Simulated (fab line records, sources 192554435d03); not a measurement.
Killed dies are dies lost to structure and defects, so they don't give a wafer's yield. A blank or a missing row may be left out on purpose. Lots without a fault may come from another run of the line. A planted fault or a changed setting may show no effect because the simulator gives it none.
Split-lot experiment | flow n5_finfet | 7 lots, 21 wafers read, on a route of 1938 steps

THE SPLIT
At N5_BEOL_M7_PECVD_70 (deposits SiO2 from TEOS/O2, target thk 20 nm, time 22.7 s), the setting temp_c was moved away from the recipe's 400 C on 5 of the 21 wafers read, by -2.2% to +4.3%. The other wafers ran this setting at the recipe's value.

The reading is taken at the split's own step.

THE READING
SiO2_of_BEOL_M7_PECVD_70.thk_nm (the simulator's own value, which no gauge read), in nm, at N5_BEOL_M7_PECVD_70 (deposits SiO2 from TEOS/O2, target thk 20 nm, time 22.7 s). The file gives no usual value for it. The 16 wafers here that ran the recipe average 19.8 nm, standard deviation 0.31 nm.

wafer  | tool, chamber at the split | temp_c as run, C | against the recipe | SiO2_of_BEOL_M7_PECVD_70.thk_nm, nm | against lot-mates on the recipe
L085.1 | pecvd-03, 0                | 417.2            | +4.3%              | 17.8                                | -1.6
L085.2 | pecvd-03, 1                | 417.2            | +4.3%              | 17.6                                | -1.8
L085.3 | pecvd-03, 2                | 400              | recipe             | 19.4                                | -
L084.3 | pecvd-03, 1                | 400              | recipe             | 20                                  | -
L084.4 | pecvd-03, 2                | 400              | recipe             | 19.4                                | -
L084.5 | pecvd-03, 0                | 400              | recipe             | 20.2                                | -
L086.3 | pecvd-02, 2                | 400              | recipe             | 19.8                                | -
L086.4 | pecvd-02, 2                | 400              | recipe             | 19.8                                | -
L086.5 | pecvd-02, 1                | 400              | recipe             | 20                                  | -
L089.1 | pecvd-02, 0,1,2            | 400              | recipe             | 19.8                                | -
L089.5 | pecvd-02, 0,1,2            | 400              | recipe             | 19.8                                | -
L089.6 | pecvd-02, 0,1,2            | 400              | recipe             | 19.8                                | -
L090.2 | pecvd-03, 2                | 400              | recipe             | 19.2                                | -
L090.4 | pecvd-03, 2                | 400              | recipe             | 19.8                                | -
L090.5 | pecvd-03, 2                | 400              | recipe             | 19.4                                | -
L096.1 | pecvd-02, 1                | 400              | recipe             | 20.4                                | -
L096.2 | pecvd-02, 0                | 410.1            | +2.5%              | 18.8                                | -1.6
L096.6 | pecvd-02, 1                | 410.1            | +2.5%              | 19                                  | -1.4
L097.2 | pecvd-04, 2                | 400              | recipe             | 19.6                                | -
L097.4 | pecvd-04, 0                | 391              | -2.2%              | 21.2                                | +1.4
L097.5 | pecvd-04, 1                | 400              | recipe             | 20                                  | -
Where a row lists several chambers, the file gives one row for several wafers and doesn't say which wafer went through which chamber.

THE FIT
A straight line over all 21 wafers: SiO2_of_BEOL_M7_PECVD_70.thk_nm changes by -0.474 nm for each +1% of temp_c; r = -0.92; the points scatter about the line by 0.31 nm.
The same after taking each lot's own level away (the mean of its wafers on the recipe; 21 wafers): -0.466 nm for each +1%; r = -0.95; scatter 0.25 nm.
On that fit, the largest move of temp_c shifts the reading by 2 nm.
The lots' own levels span 19.40 to 20.40 nm, that is 3.3 times the standard deviation above.
So the lot-to-lot level changes the slope little: the two slopes agree.
Check: with one of the wafers moved furthest among these (+4.3%) left out of the fit, the line predicts -2.19 nm for it against its lot-mates. It came out at -1.6 nm against them.

OTHER SPLITS ON THESE WAFERS
These wafers also went through other splits before the reading. Each is held against what the fit with the lots' levels taken away leaves over:
other split on the same wafers | wafers away from the commonest value | r with SiO2_of_BEOL_M7_PECVD_70.thk_nm (lot level and that fit taken away)
N5_BEOL_M3_COAT_22 spin_rpm    | 9                                    | -0.10
N5_BEOL_M4_DESCUM_16 time_s    | 5                                    | +0.11
N5_BEOL_M4_COAT_67 spin_rpm    | 6                                    | +0.21
N5_BEOL_M5_COAT_22 spin_rpm    | 7                                    | -0.17

THE FILE'S OWN FIT
SiO2_of_BEOL_M7_PECVD_70.thk_nm changes by -0.476 nm for each +1% of temp_c, r = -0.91.
